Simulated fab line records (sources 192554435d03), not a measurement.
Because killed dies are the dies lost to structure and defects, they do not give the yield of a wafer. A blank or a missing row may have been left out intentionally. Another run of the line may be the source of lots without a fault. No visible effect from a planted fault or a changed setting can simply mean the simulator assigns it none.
Which tool is to blame? :: flow n5_finfet :: 24 lots, 72 wafers sampled, at 4 steps of a route of 1938

== WHAT THE GAUGES SHOWED, per wafer ==
N5_SD_EPI_N_OVL_MEAS_10.
lot: L074
measured: day 3 01:31
on: overlay-01
SD_N_BLK_OVL (nm): 2.2 1.0 0.5

lot: L075
measured: day 3 08:34
on: overlay-02
SD_N_BLK_OVL (nm): -0.7 -0.8 -0.3

lot: L076
measured: day 3 14:20
on: overlay-01
SD_N_BLK_OVL (nm): 0.9 -0.7 -0.9

lot: L077
measured: day 3 18:33
on: overlay-01
SD_N_BLK_OVL (nm): 0.2 -0.7 -0.3

lot: L078
measured: day 4 01:36
on: overlay-02
SD_N_BLK_OVL (nm): 1.1 0.6 0.5

lot: L079
measured: day 4 10:23
on: overlay-02
SD_N_BLK_OVL (nm): -1.2 -0.5 -1.0

lot: L080
measured: day 4 12:46
on: overlay-01
SD_N_BLK_OVL (nm): 1.0 1.0 0.5

lot: L081
measured: day 4 18:56
on: overlay-01
SD_N_BLK_OVL (nm): 0.5 1.5 0.6

lot: L082
measured: day 5 02:24
on: overlay-01
SD_N_BLK_OVL (nm): 0.5 0.3 0.4

lot: L083
measured: day 5 06:40
on: overlay-02
SD_N_BLK_OVL (nm): 0.9 1.9 0.9

lot: L084
measured: day 5 14:57
on: overlay-01
SD_N_BLK_OVL (nm): -1.2 -1.0 -1.2

lot: L085
measured: day 5 18:44
on: overlay-01
SD_N_BLK_OVL (nm): -0.8 -0.2 -0.5

lot: L086
measured: day 6 02:50
on: overlay-02
SD_N_BLK_OVL (nm): 1.0 0.8 0.2

lot: L087
measured: day 6 06:57
on: overlay-01
SD_N_BLK_OVL (nm): 0.4 0.2 0.0

lot: L088
measured: day 6 12:49
on: overlay-02
SD_N_BLK_OVL (nm): -0.1 -1.0 0.2

lot: L089
measured: day 6 18:41
on: overlay-01
SD_N_BLK_OVL (nm): -0.2 0.5 0.7

lot: L090
measured: day 7 02:43
on: overlay-02
SD_N_BLK_OVL (nm): -0.3 -0.9 -0.1

lot: L091
measured: day 7 08:16
on: overlay-02
SD_N_BLK_OVL (nm): -1.0 -0.7 -0.1

lot: L092
measured: day 7 13:04
on: overlay-01
SD_N_BLK_OVL (nm): 0.2 0.2 1.1

lot: L093
measured: day 7 21:49
on: overlay-01
SD_N_BLK_OVL (nm): -1.3 -1.5 -1.6

lot: L094
measured: day 8 02:38
on: overlay-01
SD_N_BLK_OVL (nm): 0.6 1.1 -0.7

lot: L095
measured: day 8 10:37
on: overlay-01
SD_N_BLK_OVL (nm): 0.1 -0.2 0.4

lot: L096
measured: day 8 14:26
on: overlay-02
SD_N_BLK_OVL (nm): 1.0 0.9 1.4

lot: L097
measured: day 8 20:48
on: overlay-01
SD_N_BLK_OVL (nm): -0.2 -0.3 1.2

N5_ILD0_INSPECT_06: inspects for defects (darkfield).
lot: L074
measured: day 3 17:28
on: defect_inspect-02
raw_defect_count: 35 23 29

lot: L075
measured: day 4 00:40
on: defect_inspect-02
raw_defect_count: 70 32 42

lot: L076
measured: day 4 06:57
on: defect_inspect-02
raw_defect_count: 39 40 10

lot: L077
measured: day 4 09:59
on: defect_inspect-02
raw_defect_count: 30 47 29

lot: L078
measured: day 4 17:34
on: defect_inspect-01
raw_defect_count: 60 36 45

lot: L079
measured: day 5 02:38
on: defect_inspect-02
raw_defect_count: 20 53 56

lot: L080
measured: day 5 05:21
on: defect_inspect-02
raw_defect_count: 52 58 45

lot: L081
measured: day 5 12:20
on: defect_inspect-01
raw_defect_count: 25 27 20

lot: L082
measured: day 5 17:55
on: defect_inspect-02
raw_defect_count: 20 8 17

lot: L083
measured: day 5 22:55
on: defect_inspect-01
raw_defect_count: 35 13 26

lot: L084
measured: day 6 10:53
on: defect_inspect-01
raw_defect_count: 30 35 23

lot: L085
measured: day 6 11:35
on: defect_inspect-01
raw_defect_count: 27 36 33

lot: L086
measured: day 6 21:41
on: defect_inspect-01
raw_defect_count: 19 23 22

lot: L087
measured: day 7 02:33
on: defect_inspect-01
raw_defect_count: 22 19 30

lot: L088
measured: day 7 04:43
on: defect_inspect-02
raw_defect_count: 32 40 41

lot: L089
measured: day 7 11:08
on: defect_inspect-02
raw_defect_count: 33 47 25

lot: L090
measured: day 7 19:04
on: defect_inspect-01
raw_defect_count: 25 26 29

lot: L091
measured: day 7 23:46
on: defect_inspect-02
raw_defect_count: 106 52 50

lot: L092
measured: day 8 05:44
on: defect_inspect-02
raw_defect_count: 46 24 32

lot: L093
measured: day 8 13:48
on: defect_inspect-01
raw_defect_count: 76 36 31

lot: L094
measured: day 8 20:17
on: defect_inspect-02
raw_defect_count: 28 37 25

lot: L095
measured: day 9 02:26
on: defect_inspect-01
raw_defect_count: 10 21 28

lot: L096
measured: day 9 05:44
on: defect_inspect-01
raw_defect_count: 43 24 25

lot: L097
measured: day 9 16:59
on: defect_inspect-02
raw_defect_count: 14 34 30

== WHAT TOOL EACH LOT RAN ON (gives the tool, then ch and the chambers of the sampled wafers, and finally the start) ==
lot: L074
N5_SPACER0_ALD_07: ald_sin-01 ch 1,2, day 3 00:39
N5_SD_EPI_P_ETCH_36: rie_diel-06 ch 2,3, day 3 06:18

lot: L075
N5_SPACER0_ALD_07: ald_sin-02 ch 1,2,3, day 3 07:34
N5_SD_EPI_P_ETCH_36: rie_diel-02 ch 1,3, day 3 13:14

lot: L076
N5_SPACER0_ALD_07: ald_sin-03 ch 0,1, day 3 13:28
N5_SD_EPI_P_ETCH_36: rie_diel-06 ch 0,1,3, day 3 18:53

lot: L077
N5_SPACER0_ALD_07: ald_sin-01 ch 0,1, day 3 17:33
N5_SD_EPI_P_ETCH_36: rie_diel-04 ch 0,1,3, day 3 23:06

lot: L078
N5_SPACER0_ALD_07: ald_sin-02 ch 0,2,3, day 3 23:46
N5_SD_EPI_P_ETCH_36: rie_diel-04 ch 0,3, day 4 06:25

lot: L079
N5_SPACER0_ALD_07: ald_sin-01 ch 2,3, day 4 09:21
N5_SD_EPI_P_ETCH_36: rie_diel-02 ch 1,3, day 4 14:52

lot: L080
N5_SPACER0_ALD_07: ald_sin-01 ch 0,1,2, day 4 11:54
N5_SD_EPI_P_ETCH_36: rie_diel-04 ch 0,3, day 4 18:15

lot: L081
N5_SPACER0_ALD_07: ald_sin-01 ch 0,3, day 4 17:56
N5_SD_EPI_P_ETCH_36: rie_diel-04 ch 0,1,2, day 5 00:40

lot: L082
N5_SPACER0_ALD_07: ald_sin-02 ch 1,2, day 5 01:25
N5_SD_EPI_P_ETCH_36: rie_diel-04 ch 1,2,3, day 5 07:14

lot: L083
N5_SPACER0_ALD_07: ald_sin-03 ch 1,2,3, day 5 05:40
N5_SD_EPI_P_ETCH_36: rie_diel-06 ch 1,2,3, day 5 11:49

lot: L084
N5_SPACER0_ALD_07: ald_sin-01 ch 0,1,3, day 5 14:05
N5_SD_EPI_P_ETCH_36: rie_diel-06 ch 2,3, day 5 23:10

lot: L085
N5_SPACER0_ALD_07: ald_sin-02 ch 1,2,3, day 5 17:44
N5_SD_EPI_P_ETCH_36: rie_diel-06 ch 0,3, day 5 23:52

lot: L086
N5_SPACER0_ALD_07: ald_sin-02 ch 0,1,2, day 6 01:50
N5_SD_EPI_P_ETCH_36: rie_diel-02 ch 0,1, day 6 09:15

lot: L087
N5_SPACER0_ALD_07: ald_sin-03 ch 0,1,3, day 6 05:57
N5_SD_EPI_P_ETCH_36: rie_diel-06 ch 1,2, day 6 15:20

lot: L088
N5_SPACER0_ALD_07: ald_sin-03 ch 2,3, day 6 11:56
N5_SD_EPI_P_ETCH_36: rie_diel-06 ch 0,1,2, day 6 17:58

lot: L089
N5_SPACER0_ALD_07: ald_sin-03 ch 1,2, day 6 17:41
N5_SD_EPI_P_ETCH_36: rie_diel-02 ch 2,3, day 6 23:18

lot: L090
N5_SPACER0_ALD_07: ald_sin-02 ch 0,1,3, day 7 01:50
N5_SD_EPI_P_ETCH_36: rie_diel-06 ch 0,2,3, day 7 07:11

lot: L091
N5_SPACER0_ALD_07: ald_sin-02 ch 0,1,3, day 7 07:23
N5_SD_EPI_P_ETCH_36: rie_diel-04 ch 2,3, day 7 12:47

lot: L092
N5_SPACER0_ALD_07: ald_sin-03 ch 0,1,3, day 7 12:05
N5_SD_EPI_P_ETCH_36: rie_diel-04 ch 0,2,3, day 7 18:17

lot: L093
N5_SPACER0_ALD_07: ald_sin-01 ch 0,2,3, day 7 20:49
N5_SD_EPI_P_ETCH_36: rie_diel-02 ch 0,1,2, day 8 03:05

lot: L094
N5_SPACER0_ALD_07: ald_sin-02 ch 0,1,3, day 8 01:46
N5_SD_EPI_P_ETCH_36: rie_diel-04 ch 0,2, day 8 07:10

lot: L095
N5_SPACER0_ALD_07: ald_sin-02 ch 1,3, day 8 09:37
N5_SD_EPI_P_ETCH_36: rie_diel-02 ch 0,3, day 8 15:33

lot: L096
N5_SPACER0_ALD_07: ald_sin-02 ch 1,2,3, day 8 13:34
N5_SD_EPI_P_ETCH_36: rie_diel-04 ch 1,2,3, day 8 19:03

lot: L097
N5_SPACER0_ALD_07: ald_sin-03 ch 0,1,3, day 8 19:56
N5_SD_EPI_P_ETCH_36: rie_diel-02 ch 1,3, day 9 04:11
- N5_SPACER0_ALD_07: deposits SiNx, target thk 2 nm.
- N5_SD_EPI_P_ETCH_36: etches SiARC in CF4, target depth 45.5 nm, time 75.8 s.

== WHAT THE TOOLS THEMSELVES READ (means of the sampled wafers that have a number; where no wafer has one, the mark that the record gives instead) ==
N5_SPACER0_ALD_07.
lot: L074
tool: ald_sin-01
heater_power_w (W): 866

lot: L075
tool: ald_sin-02
heater_power_w (W): 795

lot: L076
tool: ald_sin-03
heater_power_w (W): 892

lot: L077
tool: ald_sin-01
heater_power_w (W): 924

lot: L078
tool: ald_sin-02
heater_power_w (W): 743

lot: L079
tool: ald_sin-01
heater_power_w (W): 831

lot: L080
tool: ald_sin-01
heater_power_w (W): 882

lot: L081
tool: ald_sin-01
heater_power_w (W): 898

lot: L082
tool: ald_sin-02
heater_power_w (W): 798

lot: L083
tool: ald_sin-03
heater_power_w (W): 831

lot: L084
tool: ald_sin-01
heater_power_w (W): 883

lot: L085
tool: ald_sin-02
heater_power_w (W): 810

lot: L086
tool: ald_sin-02
heater_power_w (W): 837

lot: L087
tool: ald_sin-03
heater_power_w (W): 903

lot: L088
tool: ald_sin-03
heater_power_w (W): 842

lot: L089
tool: ald_sin-03
heater_power_w (W): 824

lot: L090
tool: ald_sin-02
heater_power_w (W): 841

lot: L091
tool: ald_sin-02
heater_power_w (W): 849

lot: L092
tool: ald_sin-03
heater_power_w (W): 921

lot: L093
tool: ald_sin-01
heater_power_w (W): 873

lot: L094
tool: ald_sin-02
heater_power_w (W): 845

lot: L095
tool: ald_sin-02
heater_power_w (W): 913

lot: L096
tool: ald_sin-02
heater_power_w (W): 818

lot: L097
tool: ald_sin-03
heater_power_w (W): 922

N5_SD_EPI_P_ETCH_36.
lot: L074
tool: rie_diel-06
drypump_motor_current_A (A): 5.8
etch_rf_on_time_s (s): 74.6
oes_product_au (a.u.): 0.74
rf_vpp_V (V): 184.3
showerhead_plenum_p_Torr (Torr): 2.19
throttle_valve_pct (%): 15.42

lot: L075
tool: rie_diel-02
drypump_motor_current_A (A): 5.8
etch_rf_on_time_s (s): 76.4
oes_product_au (a.u.): 0.75
rf_vpp_V (V): 184.9
showerhead_plenum_p_Torr (Torr): 2.23
throttle_valve_pct (%): 15.69

lot: L076
tool: rie_diel-06
drypump_motor_current_A (A): 5.4
etch_rf_on_time_s (s): 74.9
oes_product_au (a.u.): 0.74
rf_vpp_V (V): 185.0
showerhead_plenum_p_Torr (Torr): 2.21
throttle_valve_pct (%): 15.52

lot: L077
tool: rie_diel-04
drypump_motor_current_A (A): 5.3
etch_rf_on_time_s (s): 77.7
oes_product_au (a.u.): 0.67
rf_vpp_V (V): 184.5
showerhead_plenum_p_Torr (Torr): 2.16
throttle_valve_pct (%): 15.65

lot: L078
tool: rie_diel-04
drypump_motor_current_A (A): 5.5
etch_rf_on_time_s (s): 75.8
oes_product_au (a.u.): 0.68
rf_vpp_V (V): 184.4
showerhead_plenum_p_Torr (Torr): 2.19
throttle_valve_pct (%): 15.64

lot: L079
tool: rie_diel-02
drypump_motor_current_A (A): 5.9
etch_rf_on_time_s (s): 77.1
oes_product_au (a.u.): 0.68
rf_vpp_V (V): 184.0
showerhead_plenum_p_Torr (Torr): 2.18
throttle_valve_pct (%): 15.74

lot: L080
tool: rie_diel-04
drypump_motor_current_A (A): 5.5
etch_rf_on_time_s (s): 75.5
oes_product_au (a.u.): 0.68
rf_vpp_V (V): 183.4
showerhead_plenum_p_Torr (Torr): 2.19
throttle_valve_pct (%): 15.64

lot: L081
tool: rie_diel-04
drypump_motor_current_A (A): 5.4
etch_rf_on_time_s (s): 78.8
oes_product_au (a.u.): 0.66
rf_vpp_V (V): 183.3
showerhead_plenum_p_Torr (Torr): 2.10
throttle_valve_pct (%): 15.62

lot: L082
tool: rie_diel-04
drypump_motor_current_A (A): 5.4
etch_rf_on_time_s (s): 77.0
oes_product_au (a.u.): 0.62
rf_vpp_V (V): 183.2
showerhead_plenum_p_Torr (Torr): 2.13
throttle_valve_pct (%): 15.71

lot: L083
tool: rie_diel-06
drypump_motor_current_A (A): 5.6
etch_rf_on_time_s (s): 74.5
oes_product_au (a.u.): 0.73
rf_vpp_V (V): 184.7
showerhead_plenum_p_Torr (Torr): 2.17
throttle_valve_pct (%): 15.53

lot: L084
tool: rie_diel-06
drypump_motor_current_A (A): 5.8
etch_rf_on_time_s (s): 75.1
oes_product_au (a.u.): 0.71
rf_vpp_V (V): 184.8
showerhead_plenum_p_Torr (Torr): 2.19
throttle_valve_pct (%): 15.47

lot: L085
tool: rie_diel-06
drypump_motor_current_A (A): 5.5
etch_rf_on_time_s (s): 75.3
oes_product_au (a.u.): 0.68
rf_vpp_V (V): 185.3
showerhead_plenum_p_Torr (Torr): 2.24
throttle_valve_pct (%): 15.51

lot: L086
tool: rie_diel-02
drypump_motor_current_A (A): 5.2
etch_rf_on_time_s (s): 77.3
oes_product_au (a.u.): 0.60
rf_vpp_V (V): 184.3
showerhead_plenum_p_Torr (Torr): 2.14
throttle_valve_pct (%): 15.92

lot: L087
tool: rie_diel-06
drypump_motor_current_A (A): 5.9
etch_rf_on_time_s (s): 73.7
oes_product_au (a.u.): 0.70
rf_vpp_V (V): 184.5
showerhead_plenum_p_Torr (Torr): 2.13
throttle_valve_pct (%): 15.64

lot: L088
tool: rie_diel-06
drypump_motor_current_A (A): 5.7
etch_rf_on_time_s (s): 74.4
oes_product_au (a.u.): 0.69
rf_vpp_V (V): 184.2
showerhead_plenum_p_Torr (Torr): 2.16
throttle_valve_pct (%): 15.65

lot: L089
tool: rie_diel-02
drypump_motor_current_A (A): 5.8
etch_rf_on_time_s (s): 73.4
oes_product_au (a.u.): 0.83
rf_vpp_V (V): 184.0
showerhead_plenum_p_Torr (Torr): 2.16
throttle_valve_pct (%): 15.34

lot: L090
tool: rie_diel-06
drypump_motor_current_A (A): 5.6
etch_rf_on_time_s (s): 75.2
oes_product_au (a.u.): 0.69
rf_vpp_V (V): 185.5
showerhead_plenum_p_Torr (Torr): 2.21
throttle_valve_pct (%): 15.51

lot: L091
tool: rie_diel-04
drypump_motor_current_A (A): 5.6
etch_rf_on_time_s (s): 76.9
oes_product_au (a.u.): 0.62
rf_vpp_V (V): 183.8
showerhead_plenum_p_Torr (Torr): 2.11
throttle_valve_pct (%): 15.66

lot: L092
tool: rie_diel-04
drypump_motor_current_A (A): 5.6
etch_rf_on_time_s (s): 76.8
oes_product_au (a.u.): 0.66
rf_vpp_V (V): 183.9
showerhead_plenum_p_Torr (Torr): 2.13
throttle_valve_pct (%): 15.63

lot: L093
tool: rie_diel-02
drypump_motor_current_A (A): 5.5
etch_rf_on_time_s (s): 75.1
oes_product_au (a.u.): 0.68
rf_vpp_V (V): 183.7
showerhead_plenum_p_Torr (Torr): 2.12
throttle_valve_pct (%): 15.66

lot: L094
tool: rie_diel-04
drypump_motor_current_A (A): 5.7
etch_rf_on_time_s (s): 76.9
oes_product_au (a.u.): 0.69
rf_vpp_V (V): 183.7
showerhead_plenum_p_Torr (Torr): 2.09
throttle_valve_pct (%): 15.55

lot: L095
tool: rie_diel-02
drypump_motor_current_A (A): 5.1
etch_rf_on_time_s (s): 76.6
oes_product_au (a.u.): 0.65
rf_vpp_V (V): 184.6
showerhead_plenum_p_Torr (Torr): 2.18
throttle_valve_pct (%): 15.93

lot: L096
tool: rie_diel-04
drypump_motor_current_A (A): 5.4
etch_rf_on_time_s (s): 78.0
oes_product_au (a.u.): 0.60
rf_vpp_V (V): 184.7
showerhead_plenum_p_Torr (Torr): 2.12
throttle_valve_pct (%): 15.76

lot: L097
tool: rie_diel-02
drypump_motor_current_A (A): 5.8
etch_rf_on_time_s (s): 76.1
oes_product_au (a.u.): 0.70
rf_vpp_V (V): 184.8
showerhead_plenum_p_Torr (Torr): 2.21
throttle_valve_pct (%): 15.75

== THE ANSWER, worked out from the rows above alone ==
Rule: the lots themselves supply what counts as usual. The widest of any qualifying gaps counts: lots, ordered by their means at a reading, are off when they make up no more than a third of the lots, leave a main group of 4 or more, and stand apart from it by 3 or more times the standard deviation of that group's means. If all means in a main group match to the digits the tables above print for the reading, that group is not used. A lot without any number at a reading at which 4 lots or more have one is off too. Any other lot the step has rows for is counted as sound. First the gauges in route order, then the tools' own readings, where a lot's mean is used as printed above. At the first step where some lot is off, the reading lying furthest off is the one used; lots without a number count as furthest.
Nothing can be told from this: no lot is off at any reading shown.

== WHAT THE SIMULATOR HAD PUT IN ==
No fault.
